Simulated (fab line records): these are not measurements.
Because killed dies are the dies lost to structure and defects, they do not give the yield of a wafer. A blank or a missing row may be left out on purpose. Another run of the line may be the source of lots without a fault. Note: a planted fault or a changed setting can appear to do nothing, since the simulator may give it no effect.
Matching of chambers | flow n5Finfet | N5_ZERO_LAYER_PECVD_02 on pecvd-02 has 3 sister chambers
The step deposits SiO2 from SiH4/N2O, target thk 10 nm, time 6 s. 6 wafers are shown with their chamber, then 10 later ones without.

WAFERS, EACH WITH ITS CHAMBER
wafer  | chamber | showerheadPlenumPTorr (Torr) | heaterPowerW (W)
L087.3 | 2       | 8.01                         | 859
L089.4 | 2       | 8.00                         | 783
L089.6 | 1       | 8.26                         | 969
L091.1 | 1       | 8.27                         | 1000
L092.3 | 0       | 8.07                         | 682
L092.5 | 0       | 8.10                         | 675

WAFERS MISSING THEIR CHAMBER
wafer  | showerheadPlenumPTorr (Torr) | heaterPowerW (W)
L092.6 | 8.25                         | 960
L094.1 | 8.02                         | 782
L094.4 | 8.06                         | 640
L094.6 | 8.00                         | 772
L095.1 | 8.24                         | 1038
L095.3 | 8.08                         | 623
L095.4 | 8.00                         | 842
L096.2 | 7.99                         | 767
L096.4 | 8.25                         | 859
L096.6 | 8.07                         | 669

EACH ONE'S CHAMBER
wafer  | from the rows above | in truth
L092.6 | 1                   | 1
L094.1 | 2                   | 2
L094.4 | 0                   | 0
L094.6 | 2                   | 2
L095.1 | 1                   | 1
L095.3 | 0                   | 0
L095.4 | 2                   | 2
L096.2 | 2                   | 2
L096.4 | 1                   | 1
L096.6 | 0                   | 0
Correctly placed: 10 of 10. Can't be placed from these rows: 0. Placed wrongly: 0.
How it was worked out, from the rows above alone: a wafer's distance from a chamber is the root of the sum, over the readings, of the square of ((its reading less the chamber's mean) divided by the reading's scatter). If the next closest chamber is less than 2 further off than the closest, the wafer can't be placed; otherwise it belongs to the closest. For every chamber, the mean is computed from those of its wafers that are shown. How the scatter is found: for the shown wafers, subtract from each reading the mean of its chamber, square and add these, divide the total by (wafers less chambers), then take the root.
